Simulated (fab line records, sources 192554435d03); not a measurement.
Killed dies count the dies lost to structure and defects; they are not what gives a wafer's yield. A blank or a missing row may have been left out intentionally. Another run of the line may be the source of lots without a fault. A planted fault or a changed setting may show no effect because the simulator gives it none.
fab line records	flow n5Finfet
[record] lots = 6	wafers = 14	lastDay = 17
route steps=1938 shown BEOL_M6@1227 PASSIVATION@1936
lots that met no fault: from a run of the same line without faults
startH: hours from the record's first day to the start of the lot's first wafer shown	waitH: hours since the lot's step before	" same as the row above	L1.1+2: several wafers, shown together as one row	- value missing, or start not given	* or withheld: withheld	< > ~ a bound
route shown NAME@n: names a module that has steps shown in the file, with the first one's number in the route	usual: mean/standard deviation taken from wafers without a fault	same: alike in all rows	chamber/n: place in a boat	sites: readings site by site	_std_site: their standard deviation	_edge_site: outer sites' mean less inner sites'	radiusMm: how far each site lies from the wafer's centre	mask NAME#n: copy n	behind: the last tool/chamber to shape the wafer	hold: why the lot went on hold/how many hours it stayed there/how the hold came to an end	device: whichever transistor did not switch (one of n, p or np)	end of line: tests run on the same wafers once the route is complete	a step with no rows: only its recipe	killed: at the first sort, the dies lost to defects and structure; wafer yield is something else	map: shows each die of a wafer: x if killed, . if not, _ if none is there
set.NAME: the run value of the setting; set.NAME@STEP: its run value at that earlier step	model.NAME: the simulator's own value behind a step, which no gauge read
lots at some steps of the route; a table a step, a row a wafer
services: the hour from which a tool's chamber was out of use, counted from the record's first day as startH (under 0 if before that day), plus the number of hours and why
[[steps]]
[step N5_BEOL_M6_CD_MEAS_28]
[recipe] targetCdNm = 40	landingEnergyEv = 500	detector = seInlens
[usual] cdNm = 40.03/0.26
lot.wafer	tool	chamber	startH	waitH	cdNm
L451.3	cdSem-03	0	194.16	-	40.27
L451.4	"	0	"	"	40.13
L451.5	"	0	"	"	39.79
L461.1	cdSem-03	0	258.08	-	40.42
L461.2	"	0	"	"	39.85
L461.5	"	0	"	"	39.88
L463.1	cdSem-01	0	263.28	-	40.36
L463.3	"	0	"	"	40.40
L463.4	"	0	"	"	40.25
L469.2	cdSem-01	0	295.00	-	39.64
L468.4	cdSem-01	0	298.51	-	40.40
L472.4	cdSem-02	0	328.79	-	40.02
L472.5	"	0	"	"	40.28
L472.6	"	0	"	"	40.42
[step N5_BEOL_M6_OVL_MEAS_29]
[recipe] pointsPerWafer = 522
[usual] V5_OVL = 0.4/0.7
lot.wafer	tool	chamber	startH	waitH	V5_OVL[nm]
L451.3	overlay-01	0	194.19	0.0	1.0
L451.4	"	0	"	"	0.5
L451.5	"	0	"	"	0.9
L461.1	overlay-01	0	258.11	0.0	0.7
L461.2	"	0	"	"	1.2
L461.5	"	0	"	"	-0.1
L463.1	overlay-01	0	263.31	0.0	-0.2
L463.3	"	0	"	"	0.7
L463.4	"	0	"	"	-0.5
L469.2	overlay-01	0	295.03	0.0	1.0
L468.4	overlay-02	0	298.55	0.0	0.9
L472.4	overlay-01	0	328.84	0.0	-0.2
L472.5	"	0	"	"	0.5
L472.6	"	0	"	"	-0.6
[step N5_BEOL_M6_INSPECT_30]
[recipe] mode = adi	inspectInstrument = brightfield
[usual] rawDefectCount = 449/90
lot.wafer	tool	chamber	startH	waitH	rawDefectCount
L451.3	defectInspect-01	-	194.24	0.0	395
L451.4	"	-	"	"	486
L451.5	"	-	"	"	340
L461.1	defectInspect-02	-	258.17	0.1	410
L461.2	"	-	"	"	364
L461.5	"	-	"	"	433
L463.1	defectInspect-02	-	263.37	0.1	522
L463.3	"	-	"	"	441
L463.4	"	-	"	"	453
L469.2	defectInspect-02	-	295.08	0.0	422
L468.4	defectInspect-02	-	298.59	0.0	437
L472.4	defectInspect-01	-	328.88	0.0	443
L472.5	"	-	"	"	561
L472.6	"	-	"	"	513
[step N5_BEOL_M6_DESCUM_33]
[recipe] chemistry = O2	timeS = 7	sourcePowerW = 50	biasPowerW = 20	pressureMtorr = 20	rfFrequencyHz = 2.712e+07	tempC = 40	resist = CAR-EUV	o2FlowSccm = 225
[usual] drypumpMotorCurrentA = 5.8/0.38	o2FlowSccm = 225.1/0.76	oesProductAu = 0.80/0.094	rfVppV = 243.3/1.4	showerheadPlenumPTorr = 2.10/0.072	throttleValvePct = 20.39/0.23
[same] timeS = 7
lot.wafer	tool	chamber	startH	waitH	drypumpMotorCurrentA	o2FlowSccm	oesProductAu	rfHoursCounterH	rfVppV	showerheadPlenumPTorr	throttleValvePct
L451.3	rieDiel-03	2	194.28	0.0	5.9	225.7	0.69	241	241.5	1.97	20.29
L451.4	"	0	"	"	5.8	224.4	0.70	217	244.1	2.17	20.14
L451.5	"	0	"	"	5.8	226.0	0.70	-	245.8	2.17	20.14
L461.1	rieDiel-03	3	258.20	0.0	5.5	225.2	0.88	40	243.8	2.06	20.54
L461.2	"	1	"	"	5.8	226.4	0.82	63	242.9	2.11	20.44
L461.5	"	2	"	"	5.8	225.6	0.95	-	244.1	2.22	20.00
L463.1	rieDiel-04	1	263.43	0.1	6.1	224.7	0.82	95	243.7	2.10	20.20
L463.3	"	2	"	"	5.4	225.1	0.69	215	242.3	2.01	20.60
L463.4	"	3	"	"	5.7	225.2	0.90	21	244.1	2.15	20.43
L469.2	rieDiel-04	2	295.12	0.0	5.5	225.6	0.69	225	243.8	2.00	20.62
L468.4	rieDiel-04	2	298.91	0.3	5.5	225.2	0.68	226	241.4	2.00	20.61
L472.4	rieDiel-05	0	329.19	0.3	6.6	225.7	0.76	162	244.4	2.17	20.53
L472.5	"	0	"	"	6.6	226.4	0.75	-	245.4	2.17	20.51
L472.6	"	3	"	"	5.7	224.7	0.96	-	243.2	2.07	20.25
[step N5_BEOL_M6_ETCH_72]
[recipe] chemistry = N2/H2	target = underlayer	targetDepthA = 65	maskMaterial = CAR-EUV	timeS = 5.2	ionEnergyEv = 200	pressureMtorr = 30	sourceW = 840	biasW = 150	n2FlowSccm = 200	h2FlowSccm = 200	ends = cleared
[step N5_BEOL_M6_ETCH_65]
[recipe] chemistry = CF4	target = SiARC	targetDepthA = 156	maskMaterial = CAR-EUV	timeS = 26	ionEnergyEv = 80	pressureMtorr = 40	sourceW = 545	biasW = 36	Ar_flow_sccm = 100	cf4FlowSccm = 100	ends = cleared
[step N5_BEOL_M6_ETCH_66]
[recipe] chemistry = N2/H2	target = SOC	targetDepthA = 800	overetchA = 160	maskMaterial = SiARC	tempC = 40	timeS = 120	ionEnergyEv = 200	pressureMtorr = 30	sourceW = 840	biasW = 150	n2FlowSccm = 200	h2FlowSccm = 200
[usual] drypumpMotorCurrentA = 5.9/0.38	oesProductAu = 0.62/0.067	rfFwdPowerW = 835.9/2.9	rfVppV = 524.1/2.5	showerheadPlenumPTorr = 2.55/0.095	throttleValvePct = 17.76/0.22
[same] timeS = 120
lot.wafer	tool	chamber	startH	waitH	drypumpMotorCurrentA	oesProductAu	rfFwdPowerW	rfHoursCounterH	rfVppV	showerheadPlenumPTorr	throttleValvePct
L451.3	rieDiel-03	2	194.35	0.0	5.9	0.53	830.9	241	519.7	2.39	17.61
L451.4	"	0	"	"	5.8	0.53	838.0	217	525.2	2.61	17.41
L451.5	"	0	"	"	5.8	0.54	835.1	-	526.7	2.61	17.41
L461.1	rieDiel-03	3	258.28	0.0	5.5	0.67	838.4	40	521.3	2.46	17.64
L461.2	"	1	"	"	5.8	0.63	834.1	63	523.9	2.59	18.04
L461.5	"	2	"	"	5.9	0.72	834.6	-	529.9	2.70	17.26
L463.1	rieDiel-04	1	263.51	0.0	6.1	0.62	839.3	95	523.9	2.57	17.68
L463.3	"	2	"	"	5.5	0.54	832.0	215	519.8	2.42	17.89
L463.4	"	3	"	"	5.7	0.68	838.0	21	526.8	2.60	17.60
L469.2	rieDiel-04	2	295.20	0.0	5.5	0.53	830.7	225	520.4	2.42	17.93
L468.4	rieDiel-04	2	298.99	0.0	5.5	0.54	832.3	227	521.4	2.41	17.91
L472.4	rieDiel-05	0	329.27	0.0	6.6	0.58	839.2	162	526.2	2.66	18.02
L472.5	"	0	"	"	6.6	0.58	839.6	-	526.6	2.66	18.02
L472.6	"	3	"	"	5.7	0.72	831.9	-	522.4	2.49	17.40
[step N5_BEOL_M6_STRIP_69]
[recipe] chemistry = N2/H2	tempC = 40	n2FlowSccm = 200	h2FlowSccm = 200	rfFrequencyHz = 6e+07
[step N5_BEOL_M6_STRIP_73]
[recipe] chemistry = N2/H2	tempC = 40	n2FlowSccm = 200	h2FlowSccm = 200	rfFrequencyHz = 6e+07
[step N5_BEOL_M6_VIA_ETCH_34]
[recipe] chemistry = C4F6/O2	target = SiCOH_lowk	targetDepthA = 1263	maskMaterial = SOC	taperDeg = 4	timeS = 50.9	ionEnergyEv = 250	pressureMtorr = 30	sourceW = 345	biasW = 185	Ar_flow_sccm = 300	C4F6_flow_sccm = 10	O2_flow_sccm = 10
[step N5_BEOL_M6_STRIP_76]
[recipe] chemistry = C4F6/O2	resist = SiARC	rfFrequencyHz = 6e+07
[step N5_BEOL_M6_STRIP_36]
[recipe] chemistry = N2/H2	powerW = 450	tempC = 40	pressureMtorr = 20	rfFrequencyHz = 6e+07	overashFraction = 0.3	biasPowerW = 7	h2Frac = 0.5	n2FlowSccm = 200	h2FlowSccm = 200
[usual] drypumpMotorCurrentA = 5.9/0.39	oesProductAu = 0.81/0.093	rfVppV = 59.2/1.4	showerheadPlenumPTorr = 2.55/0.095	throttleValvePct = 23.6/0.34
lot.wafer	tool	chamber	startH	waitH	drypumpMotorCurrentA	oesProductAu	rfHoursCounterH	rfVppV	showerheadPlenumPTorr	throttleValvePct
L451.3	rieDiel-03	2	194.51	0.0	5.9	0.68	241	59.3	2.39	23.2
L451.4	"	0	"	"	5.8	0.67	218	60.1	2.61	23.0
L451.5	"	0	"	"	5.8	0.69	-	59.2	2.61	23.0
L461.1	rieDiel-03	3	258.43	0.0	5.5	0.89	41	59.5	2.46	23.4
L461.2	"	1	"	"	5.8	0.82	63	59.2	2.59	24.0
L461.5	"	2	"	"	5.9	0.95	-	57.7	2.70	23.0
L463.1	rieDiel-04	1	263.66	0.0	6.1	0.81	95	58.7	2.57	23.5
L463.3	"	2	"	"	5.5	0.70	215	61.0	2.42	23.7
L463.4	"	3	"	"	5.7	0.90	21	59.8	2.59	23.4
L469.2	rieDiel-04	2	295.35	0.0	5.4	0.69	225	59.2	2.41	23.7
L468.4	rieDiel-04	2	299.14	0.0	5.5	0.69	227	57.5	2.41	23.7
L472.4	rieDiel-05	0	329.42	0.0	6.6	0.75	162	59.2	2.65	23.9
L472.5	"	0	"	"	6.6	0.76	-	61.8	2.65	23.9
L472.6	"	3	"	"	5.7	0.95	-	61.0	2.49	23.3
[step N5_BEOL_M6_TRENCH_ETCH_37]
[recipe] chemistry = C4F6/O2	targetDepthA = 944.35	target = SiCOH_lowk	timeS = 31.5	ionEnergyEv = 250	pressureMtorr = 30	sourceW = 345	biasW = 185	Ar_flow_sccm = 300	C4F6_flow_sccm = 10	O2_flow_sccm = 10
[usual] O2_flow_sccm = 10.003/0.028	drypumpMotorCurrentA = 5.9/0.38	oes_f_703_au = 0.81/0.099	oesProductAu = 0.81/0.094	rfFwdPowerW = 340.2/1.5	rfVppV = 666/14	showerheadPlenumPTorr = 2.86/0.1	throttleValvePct = 20.87/0.22
[same] timeS = 31.5
lot.wafer	tool	chamber	startH	waitH	O2_flow_sccm	drypumpMotorCurrentA	oes_f_703_au	oesProductAu	rfFwdPowerW	rfHoursCounterH	rfVppV	showerheadPlenumPTorr	throttleValvePct	model.BEOL_M6.featureDepthNm	model.etch.depthNm
L451.3	rieDiel-03	2	194.55	-	9.981	5.9	0.67	0.68	339.3	241	645	2.70	20.85	91.8	91.72
L451.4	"	0	"	"	10.050	5.8	0.70	0.70	342.9	218	680	2.93	20.56	92.2	92.22
L451.5	"	0	"	"	10.057	5.8	0.69	0.70	343.0	-	682	2.93	20.58	92.2	92.13
L461.1	rieDiel-03	3	258.47	-	9.973	5.5	0.91	0.88	340.1	41	639	2.78	20.92	94.2	94.15
L461.2	"	1	"	"	10.027	5.7	0.81	0.82	340.6	63	672	2.86	20.89	94.2	94.3
L461.5	"	2	"	"	10.026	5.8	0.92	0.93	338.8	-	655	3.03	20.56	93	93.02
L463.1	rieDiel-04	1	263.70	-	9.995	6.1	0.81	0.82	339.1	95	671	2.87	20.79	95.6	95.51
L463.3	"	2	"	"	10.030	5.5	0.69	0.70	337.8	215	687	2.70	20.90	94.2	94.19
L463.4	"	3	"	"	9.991	5.7	0.92	0.91	342.3	21	673	2.89	20.75	96.4	96.35
L469.2	rieDiel-04	2	295.39	-	10.004	5.5	0.54	0.66	275.7	225	760	2.70	20.91	86.4	86.5
L468.4	rieDiel-04	2	299.18	-	9.980	5.5	0.54	0.66	274.4	227	760	2.70	20.90	86.2	86.15
L472.4	rieDiel-05	0	329.46	-	10.018	6.6	0.75	0.75	341.8	162	671	2.95	21.04	92.2	92.19
L472.5	"	0	"	"	10.035	6.6	0.74	0.75	342.2	-	671	2.95	21.03	92.2	92.22
L472.6	"	3	"	"	9.951	5.7	0.97	0.96	341.0	-	673	2.79	20.54	96.4	96.37
[step N5_BEOL_M6_ETCH_41]
[recipe] chemistry = CH3F/O2	target = SiCN	targetDepthA = 297	taperDeg = 2	timeS = 52	ionEnergyEv = 120	maskMaterial = TiN	pressureMtorr = 30	sourceW = 395	biasW = 75	Ar_flow_sccm = 150	CH3F_flow_sccm = 30	O2_flow_sccm = 20
[step N5_BEOL_M6_STRIP_80]
[recipe] chemistry = N2/H2	timeS = 10	powerW = 450	tempC = 40	pressureMtorr = 20	rfFrequencyHz = 6e+07	biasPowerW = 7	n2FlowSccm = 200	h2FlowSccm = 200
[step N5_BEOL_M6_OCD_MEAS_38]
[usual] trenchDepthNm = 94.4/1.8
lot.wafer	tool	chamber	startH	waitH	trenchDepthNm
L451.3	ocd-01	-	194.70	-	91.9
L451.4	"	-	"	"	92.2
L451.5	"	-	"	"	91.7
L461.1	ocd-01	-	258.63	-	94.3
L461.2	"	-	"	"	94.1
L461.5	"	-	"	"	93.0
L463.1	ocd-02	-	263.86	-	95.1
L463.3	"	-	"	"	93.8
L463.4	"	-	"	"	97.0
L469.2	ocd-01	-	295.55	-	86.1
L468.4	ocd-01	-	299.34	-	86.5
L472.4	ocd-01	-	329.62	-	92.7
L472.5	"	-	"	"	92.1
L472.6	"	-	"	"	96.0
[step N5_BEOL_M6_HM_STRIP_39]
[recipe] chemistry = peroxideTinStrip	material = TiN	targetDepthA = 250	tempC = 50	timeS = 158
[step N5_BEOL_M6_SRD_40]
[recipe] timeS = 30	tempC = 23	rinseLiquid = diw	dry = ipaMarangoni
[step N5_BEOL_M6_PRECLEAN_42]
[recipe] chemistry = residueRemover	timeS = 60	tempC = 40
[step N5_BEOL_M6_SRD_43]
[recipe] timeS = 30	tempC = 23	rinseLiquid = diw	dry = ipaMarangoni
[step N5_BEOL_M6_CD_MEAS_35]
[recipe] targetCdNm = 40	targetCdYNm = 28	polarity = opening
[usual] cdNm = 40.2/0.65
lot.wafer	tool	chamber	startH	waitH	cdNm
L451.3	cdSem-03	-	194.86	0.0	40.4
L451.4	"	-	"	"	39.4
L451.5	"	-	"	"	39.3
L461.1	cdSem-01	-	258.78	0.0	39.4
L461.2	"	-	"	"	40.1
L461.5	"	-	"	"	40.4
L463.1	cdSem-02	-	264.01	0.0	40.5
L463.3	"	-	"	"	39.0
L463.4	"	-	"	"	39.2
L469.2	cdSem-01	-	295.71	0.0	40.0
L468.4	cdSem-03	-	299.50	0.0	40.9
L472.4	cdSem-03	-	329.77	0.0	38.8
L472.5	"	-	"	"	39.3
L472.6	"	-	"	"	39.2
[step N5_BEOL_M6_CURE_75]
[recipe] tempC = 370	timeS = 120	ambient = DMADMS/He	material = SiCOH_lowk
[step N5_BEOL_M6_DEGAS_44]
[recipe] ambient = vacuum	tempC = 250	timeS = 60
[usual] heaterPowerW = 332/45
[same] timeS = 60
lot.wafer	tool	chamber	startH	waitH	heaterPowerW
L451.3	pvdSputter-02	-	197.31	2.3	244
L451.4	"	-	"	"	337
L451.5	"	-	"	"	417
L461.1	pvdSputter-02	-	261.30	2.4	426
L461.2	"	-	"	"	334
L461.5	"	-	"	"	412
L463.1	pvdSputter-03	-	264.54	0.4	318
L463.3	"	-	"	"	316
L463.4	"	-	"	"	323
L469.2	pvdSputter-03	-	296.14	0.3	319
L468.4	pvdSputter-01	-	301.54	1.8	349
L472.4	pvdSputter-02	-	330.17	0.2	241
L472.5	"	-	"	"	413
L472.6	"	-	"	"	243
[step N5_BEOL_M6_PRE_CLEAN_45]
[recipe] gas = H2/He	timeS = 30	tempC = 250
[usual] heaterPowerW = 332/45
[same] timeS = 30
lot.wafer	tool	chamber	startH	waitH	heaterPowerW
L451.3	pvdSputter-02	-	197.35	0.0	244
L451.4	"	-	"	"	336
L451.5	"	-	"	"	415
L461.1	pvdSputter-02	-	261.34	0.0	420
L461.2	"	-	"	"	344
L461.5	"	-	"	"	439
L463.1	pvdSputter-03	-	264.58	0.0	304
L463.3	"	-	"	"	318
L463.4	"	-	"	"	321
L469.2	pvdSputter-03	-	296.18	0.0	321
L468.4	pvdSputter-01	-	301.58	0.0	337
L472.4	pvdSputter-02	-	330.21	0.0	247
L472.5	"	-	"	"	410
L472.6	"	-	"	"	247
[step N5_BEOL_M6_ALD_77]
[recipe] material = TaN	targetThkA = 20	tempC = 275	aldPrecursorFamily = PDMAT	aldCoReactant = NH3	pressureTorr = 3	carrierFlowSccm = 1500	pulseTimeS = 2	purgeTimeS = 3	coReactantPurgeTimeS = 2	coReactantPulseTimeS = 3	aldCycles = 40	precursorVesselTempC = 75	precursorVesselPressureTorr = 26.25	precursorVesselCarrierSccm = 1000
[step N5_BEOL_M6_SURFACE_TREAT_79]
[recipe] gas = Ar	timeS = *	ionEnergyEv = *	ionCurrentMaCm2 = 0.5	pressureMtorr = *	arFlowSccm = 30
[step N5_BEOL_M6_CVD_78]
[recipe] material = Co	targetThkA = 20	tempC = withheld	precursor = CCTBA/H2	pressureTorr = 30	timeS = 142.3
[step N5_BEOL_M6_SPUTTER_48]
[recipe] material = Cu	targetThkA = 100	tempC = -20	biasV = 60	powerW = 26000	chamberPressurePa = 0.13	timeS = 1.667
[step N5_BEOL_M6_ECD_50]
[recipe] material = Cu	targetThkA = 3000
[step N5_BEOL_M6_ANNEAL_51]
[recipe] tempC = 225	timeS = 90	ambient = N2
[step N5_BEOL_M6_CMP_52]
[recipe] stopOn = SiCOH_lowk	tOverpolishS = 6.9	downForcePsi = 1	platenRpm = 50	clearingPlatenDownForcePsi = 1.5	clearingPlatenRpm = 50	postCmpClean = cuAlkaline	targetThkNm = 80	clearingPlatenPadVelocityMS = 0.99484	padVelocityMS = 0.99484
[usual] barrierFieldEndpointS = 29.0/0.76	motorCurrentA = 5.8/0.57	overpolishRunS = 6.900/0.0092	timeToEndpointS = 63/3.3
lot.wafer	tool	chamber	startH	waitH	barrierFieldEndpointS	motorCurrentA	overpolishRunS	timeToEndpointS	model.Cu_of_BEOL_M6_ECD_50.thkNm
L451.4	cmp-02	3	198.49	0.1	27.5	5.8	6.890	60	75.8
L451.3	"	0	"	"	27.6	5.5	6.880	60	77.6
L451.5	"	0	"	"	28.5	5.5	6.909	62	77.8
L461.2	cmp-01	0	262.93	0.4	28.5	4.6	6.911	64	80.4
L461.1	"	3	"	"	29.5	7.1	6.896	64	81.6
L461.5	"	1	"	"	28.3	4.9	6.899	67	78.2
L463.4	cmp-02	3	266.35	0.1	30.0	5.5	6.915	64	81
L463.1	"	1	"	"	28.6	6.4	6.888	61	82
L463.3	"	2	"	"	29.0	5.9	6.876	63	80
L469.2	cmp-01	2	298.07	0.5	28.9	6.0	6.895	67	73.6
L468.4	cmp-03	1	304.04	0.3	29.4	6.1	6.906	66	72.4
L472.4	cmp-01	2	332.13	0.2	30.1	6.0	6.899	67	79.4
L472.6	"	3	"	"	28.5	6.7	6.898	65	82.6
L472.5	"	0	"	"	28.3	4.8	6.893	64	77.8
[step N5_BEOL_M6_THK_MEAS_53]
[recipe] thkMeasGauge = xrf	reads = Cu_of_BEOL_M6_ECD_50
[usual] M6_THK = 81.4/2.1
lot.wafer	tool	chamber	startH	waitH	M6_THK[nm]
L451.3	filmMetro-02	-	198.78	-	79.0
L451.4	"	-	"	"	76.9
L451.5	"	-	"	"	78.9
L461.1	filmMetro-01	-	263.23	-	82.3
L461.2	"	-	"	"	80.9
L461.5	"	-	"	"	79.0
L463.1	filmMetro-01	-	266.64	-	83.4
L463.3	"	-	"	"	81.5
L463.4	"	-	"	"	82.5
L469.2	filmMetro-01	-	298.32	-	75.1
L468.4	filmMetro-01	-	304.34	-	73.7
L472.4	filmMetro-02	-	332.31	-	81.2
L472.5	"	-	"	"	78.9
L472.6	"	-	"	"	84.2
[step N5_BEOL_M6_PRE_CLEAN_55]
[recipe] gas = NH3	timeS = 15	tempC = withheld	rfPowerW = 300
[step N5_BEOL_M6_DEP_56]
[recipe] material = SiCN	targetThkA = 100	tempC = withheld	precursor = 3MS/NH3	pressureTorr = 3	rfW = 202	timeS = 17.5
[step N5_BEOL_M6_RS_MEAS_57]
[recipe] thkMeasGauge = four-point-probe	reads = Cu_of_BEOL_M6_ECD_50+Co_of_BEOL_M6_CVD_78+TaN_of_BEOL_M6_ALD_77
[usual] M6_RS = 0.285/0.0086
lot.wafer	tool	chamber	startH	waitH	M6_RS[ohm/sq]
L451.3	filmMetro-02	-	198.91	0.1	0.296
L451.4	"	-	"	"	0.304
L451.5	"	-	"	"	0.296
L461.1	filmMetro-02	-	263.39	0.1	0.279
L461.2	"	-	"	"	0.284
L461.5	"	-	"	"	0.294
L463.1	filmMetro-02	-	266.77	0.1	0.278
L463.3	"	-	"	"	0.286
L463.4	"	-	"	"	0.281
L469.2	filmMetro-01	-	298.45	0.1	0.317
L468.4	filmMetro-02	-	304.47	0.0	0.322
L472.4	filmMetro-02	-	332.44	0.0	0.289
L472.5	"	-	"	"	0.294
L472.6	"	-	"	"	0.275
[step N5_BEOL_M6_INSPECT_58]
[recipe] inspectInstrument = darkfield	mode = postDep
[usual] rawDefectCount = 78/23
lot.wafer	tool	chamber	startH	waitH	rawDefectCount
L451.3	defectInspect-02	-	198.94	0.0	71
L451.4	"	-	"	"	118
L451.5	"	-	"	"	110
L461.1	defectInspect-02	-	263.41	0.0	75
L461.2	"	-	"	"	64
L461.5	"	-	"	"	86
L463.1	defectInspect-01	-	266.81	0.0	70
L463.3	"	-	"	"	76
L463.4	"	-	"	"	98
L469.2	defectInspect-01	-	298.48	0.0	170
L468.4	defectInspect-02	-	304.49	0.0	63
L472.4	defectInspect-02	-	332.47	0.0	66
L472.5	"	-	"	"	77
L472.6	"	-	"	"	113
[step N5_PASSIVATION_PROBE_49]
[usual] defectLimitedYield = 91.4/1.5	killed_at_M0_to_M3 = 35/11	killed_at_M4_up = 16/7	killedAtContacts = 11/5.3	killedAtFrontEnd = 37/11	killedAtOther = 3.1/2.8	killedDies = 102/18	killedOpen = 69/15	killedShort = 31/7.8	sort_bin_5_function = 5.1/1.1	sort_bin_6_memory = 3.2/0.69	sortNPass = 1078/18	sortYieldPct = 91.4/1.5
[same] grossDies = 1180	killedAtBackSide = 0	sort_bin_4_leakage[%] = 0	sort_bin_8_speed[%] = 0
lot.wafer	tool	chamber	startH	waitH	defectLimitedYield[%]	killed_at_M0_to_M3	killed_at_M4_up	killedAtContacts	killedAtFrontEnd	killedAtOther	killedDies	killedOpen	killedShort	sort_bin_5_function[%]	sort_bin_6_memory[%]	sortNPass	sortYieldPct[%]
L451.3	prober-01	-	277.07	0.1	92.7	36	11	10	23	6	86	51	28	4.0	3.1	1094	92.7
L451.4	prober-01	-	277.12	0.2	93.2	28	13	9	28	2	80	49	29	3.6	2.8	1100	93.2
L451.5	prober-01	-	277.17	0.2	94.7	24	12	6	18	2	62	49	13	3.1	1.8	1118	94.7
L461.2	prober-02	-	346.04	0.1	92.9	28	17	18	21	0	84	53	31	4.1	2.7	1096	92.9
// killed by level:class
L451.3 BEOL_M2:geometricParticle:open=10 MOL_CONTACT_COAG:geometricParticle:open=7 BEOL_M0_SAQP:geometricParticle:short=6 BEOL_M0_SAQP:geometricParticle:open=6 BEOL_M3:geometricParticle:open=6 DUMMY_GATE:geometricParticle:open=5 FIN_SAQP:geometricParticle:short=4 BEOL_M4:geometricParticle:open=4
L451.4 BEOL_M0_SAQP:geometricParticle:short=7 MOL_CONTACT_COAG:geometricParticle:open=6 BEOL_M4:geometricParticle:open=6 ILD0:geometricParticle:open=5 BEOL_M0_SAQP:geometricParticle:open=5 BEOL_M1:geometricParticle:open=5 BEOL_M2:geometricParticle:open=5 ILD0:geometricParticle:short=4
L451.5 BEOL_M1:geometricParticle:open=8 MOL_CONTACT_COAG:geometricParticle:open=6 BEOL_M0_SAQP:geometricParticle:open=6 BEOL_M2:geometricParticle:open=6 FIN_SAQP:geometricParticle:open=4 DUMMY_GATE:geometricParticle:open=4 BEOL_M4:geometricParticle:open=4 FIN_SAQP:geometricParticle:short=3
L461.2 MOL_CONTACT_COAG:geometricParticle:open=13 BEOL_M4:geometricParticle:open=8 BEOL_M0_SAQP:geometricParticle:short=7 BEOL_M0_SAQP:geometricParticle:open=6 MOL_CONTACT_COAG:geometricParticle:short=5 BEOL_M2:geometricParticle:open=5 STARTING-WAFER:geometricParticle:open=4 GATE_CUT:geometricParticle:open=3
[[services]]
tool	chamber	startH	hours	kind
cmp-03	-	181.91	3.1	repair
rieDiel-03	3	197.84	8.7	repair
rieDiel-03	3	214.28	5.1	repair
cmp-01	-	217.11	4.0	pm
rieDiel-03	2	219.44	-	clean
rieDiel-03	2	219.44	-	consumableReplace:focusRing
cmp-03	-	227.02	1.6	repair
cmp-02	-	231.24	1.0	repair
rieDiel-03	3	248.74	6.3	repair
rieDiel-04	3	251.44	4.5	repair
rieDiel-05	3	256.33	3.1	repair
rieDiel-03	2	262.22	1.6	repair
cmp-02	-	263.74	0.5	repair
rieDiel-04	1	270.31	3.5	repair
cmp-01	-	278.69	4.5	pm
cmp-02	-	281.88	4.0	pm
rieDiel-03	2	283.29	16.3	repair
cmp-02	-	297.47	12.5	pm
cmp-03	-	297.55	4.0	pm
rieDiel-05	2	309.40	3.4	repair
pvdSputter-03	-	313.96	11.4	repair
cmp-03	-	316.37	1.2	repair
rieDiel-05	3	320.86	5.4	repair
pvdSputter-01	-	331.34	3.0	repair
[[key]]
[firstSign] step = N5_BEOL_M6_TRENCH_ETCH_37	reading = rfFwdPowerW	direction = down	sigmas = 42	usual = *	struck = *
[effect] step = N5_BEOL_M6_TRENCH_ETCH_37	reading = rfVppV	direction = up	sigmas = 6.6	usual = 666	struck = 760
[effect] step = N5_BEOL_M6_OCD_MEAS_38	reading = trenchDepthNm	direction = down	sigmas = 4.5	usual = 94.4	struck = 86.3
[effect] step = N5_BEOL_M6_THK_MEAS_53	reading = M6_THK	direction = down	sigmas = 3.3	usual = 81.4	struck = 74.4
[effect] step = N5_BEOL_M6_RS_MEAS_57	reading = M6_RS	direction = up	sigmas = 4	usual = 0.285	struck = 0.319
[modelEffect] step = N5_BEOL_M6_TRENCH_ETCH_37	value = BEOL_M6.featureDepthNm	without = 93.2	struck = 86.3
[modelEffect] step = N5_BEOL_M6_CMP_52	value = Cu_of_BEOL_M6_ECD_50.thkNm	without = 79.8	struck = 73
metAt N5_BEOL_M6_TRENCH_ETCH_37
struckWafers L468.4,L469.2
rowsEnd L468.4,L469.2
onsetBetween 263.70 295.39
[fault] kind = processParameterDrift	tool = rieDiel-04	chamber = 2	onsetH = 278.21	steps = N5_BEOL_M6_TRENCH_ETCH_37	channel = sourceW	offset = -62.1	shape = step	actsIn = theseRecipesOnly	stated = 345
// rowsEnd: these wafers met a further fault down the route, and their rows from its step on are left out
